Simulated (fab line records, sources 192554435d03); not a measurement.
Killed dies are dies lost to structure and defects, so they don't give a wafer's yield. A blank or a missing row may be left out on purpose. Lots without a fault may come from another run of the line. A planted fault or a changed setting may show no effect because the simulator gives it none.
A struck lot beside a sound one | flow n5_finfet | 37 steps out of a route of 1938
Sound: wafers L807.1, L807.2, L807.5. Struck: wafer L799.4. (L799.3, L799.5 of the same lot were not struck and are left out.) The cause comes at the end.
At each step with rows: each side's tool, then ch and its chambers, then its first start. Under that, the readings that differ: sound wafers | struck wafers | difference of the means | sigmas: that difference in standard deviations of wafers without a fault.
alike: readings whose means differ by less than 2 such deviations, and words and numbers that are the same on both sides. not compared: withheld readings, readings that some wafer has no value for, bounds like >300 that may hide the same value, and numbers for which the record gives no deviation and whose values overlap.
The two part at a step that has a row with sigmas, a row that says differs or no value, or rows on one side only. Numbers that don't overlap but have no deviation are shown without sigmas and don't part them. A reading that every wafer of one side lacks parts them only if that side has two wafers or more.

first, 9 steps without rows for these wafers: N5_BEOL_M6_ALD_77 (deposits TaN, target thk 2 nm, pulse time 2 s, purge time 3 s); N5_BEOL_M6_SURFACE_TREAT_79; N5_BEOL_M6_CVD_78 (deposits Co from CCTBA/H2, target thk 2 nm, time 142.3 s); N5_BEOL_M6_SPUTTER_48 (material Cu, target thk 10 nm, time 1.667 s); N5_BEOL_M6_ECD_50 (material Cu, target thk 300 nm); N5_BEOL_M6_ANNEAL_51 (time 90 s); N5_BEOL_M6_CMP_52 (polishes, stops on SiCOH lowk, t overpolish 6.9 s, target thk 80 nm); N5_BEOL_M6_PRE_CLEAN_55 (time 15 s); N5_BEOL_M6_DEP_56 (deposits SiCN from 3MS/NH3, target thk 10 nm, time 17.5 s).
N5_BEOL_M7_ILD_DEP_00: deposits SiCOH lowk from DEMS/porogen, target thk 179.75 nm, time 33.4 s.
  sound on pecvd-04 ch 0,2, day 13 23:14; struck on pecvd-03 ch 0, day 11 19:38
  reading                                            | sound                | struck | difference | sigmas
  susceptor_temp_C (C)                               | 299.98 300.30 299.93 | 306.85 | +6.78      | +38
  model.SiCOH_lowk_of_BEOL_M7_ILD_DEP_00.thk_nm (nm) | 179.2 177.4 180.2    | 174.2  | -4.7       |
  alike: heater_power_w, rf_fwd_power_W, showerhead_plenum_p_Torr, showerhead_vpp_V, throttle_valve_pct
then, 1 step without rows for these wafers: N5_BEOL_M7_CURE_74 (cures SiCOH lowk, time 240 s).
N5_BEOL_M7_THK_MEAS_01:
  sound on film_metro-02, day 13 23:49; struck on film_metro-02, day 11 20:13
  reading         | sound             | struck | difference | sigmas
  M7_ILD_THK (nm) | 154.5 152.8 155.3 | 150.1  | -4.1       | -2
then, 23 steps without rows for these wafers: N5_BEOL_M7_PECVD_70 (deposits SiO2 from TEOS/O2, target thk 20 nm, time 22.7 s); N5_BEOL_M7_HM_DEP_02 (deposits TiN, target thk 20 nm); N5_BEOL_M7_COAT_59 (time 60 s, resist thk 100 nm); N5_BEOL_M7_COAT_60 (time 60 s, resist thk 35 nm); N5_BEOL_M7_COAT_05 (resist thk 90 nm); N5_BEOL_M7_EBR_07; N5_BEOL_M7_SOFTBAKE_06 (time 60 s); N5_BEOL_M7_EXPOSE_08 (exposes mask M7); N5_BEOL_M7_PEB_09 (peb time 60 s); N5_BEOL_M7_DEVELOP_10 (develop time 30 s); N5_BEOL_M7_DESCUM_16 (chemistry O2, time 7.9 s); N5_BEOL_M7_ETCH_61 (etches SiARC in CF4, target depth 45.5 nm, time 75.8 s); N5_BEOL_M7_ETCH_62 (etches SOC in N2/H2, target depth 110 nm, overetch 22 nm, time 165 s); N5_BEOL_M7_STRIP_68 (strips in N2/H2); N5_BEOL_M7_STRIP_67 (strips in CF4); N5_BEOL_M7_HM_OPEN_17 (chemistry Cl2/BCl3, target TiN, target depth 20 nm, overetch 6 nm); N5_BEOL_M7_STRIP_19 (strips in O2); N5_BEOL_M7_COAT_63 (time 60 s, resist thk 60 nm); N5_BEOL_M7_COAT_64 (time 60 s, resist thk 12 nm); N5_BEOL_M7_COAT_71 (time 60 s, resist thk 5 nm); N5_BEOL_M7_COAT_22 (resist thk 30 nm); N5_BEOL_M7_EBR_24; N5_BEOL_M7_SOFTBAKE_23 (time 60 s).
N5_BEOL_M7_CMP_52: polishes, stops on SiCOH lowk, t overpolish 6.9 s, target thk 80 nm.
  sound on cmp-04 ch 0,1,3, day 14 06:24; struck on cmp-04 ch 3, day 12 03:41
  reading                                            | sound           | struck | difference | sigmas
  model.SiCOH_lowk_of_BEOL_M7_ILD_DEP_00.thk_nm (nm) | 151.6 150 152.4 | 147.2  | -4.1       |
  alike: barrier_field_endpoint_s, clearing_platen_rpm, motor_current_A, overpolish_run_s, retaining_ring_pressure_frac, time_to_endpoint_s
-- the record jumps here: 3 days lie between the struck wafers' starts before and after (it left off in module BEOL_M7 and takes up again in module PASSIVATION, whose first step shown is number 1936 of the route) --
N5_PASSIVATION_PROBE_49:
  sound on prober-02, day 17 14:58; struck on prober-02, day 15 01:09
  reading                  | sound          | struck | difference | sigmas
  defect_limited_yield (%) | 92.9 93.6 93.4 | 90.3   | -3.0       | -2
  killed_at_contacts       | 15 13 9        | 26     | +14        | +2
  killed_at_front_end      | 21 24 28       | 47     | +23        | +2
  killed_dies              | 84 75 78       | 115    | +36        | +2
  killed_open              | 56 52 47       | 83     | +31        | +2
  sort_bin_5_function (%)  | 3.6 4.1 4.2    | 6.5    | +2.5       | +3
  sort_n_pass              | 1096 1105 1102 | 1065   | -36        | -2
  alike: killed_at_M0_to_M3, killed_at_M4_up, killed_at_other, killed_short, sort_bin_4_leakage, sort_bin_6_memory, sort_bin_8_speed

WHERE THEY PART
First at N5_BEOL_M7_ILD_DEP_00; last, within this record, at N5_PASSIVATION_PROBE_49.

WHY: what the simulator had put in
Process parameter drift: pecvd-03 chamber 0, from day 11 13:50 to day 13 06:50, at N5_BEOL_M7_ILD_DEP_00. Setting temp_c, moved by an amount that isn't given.
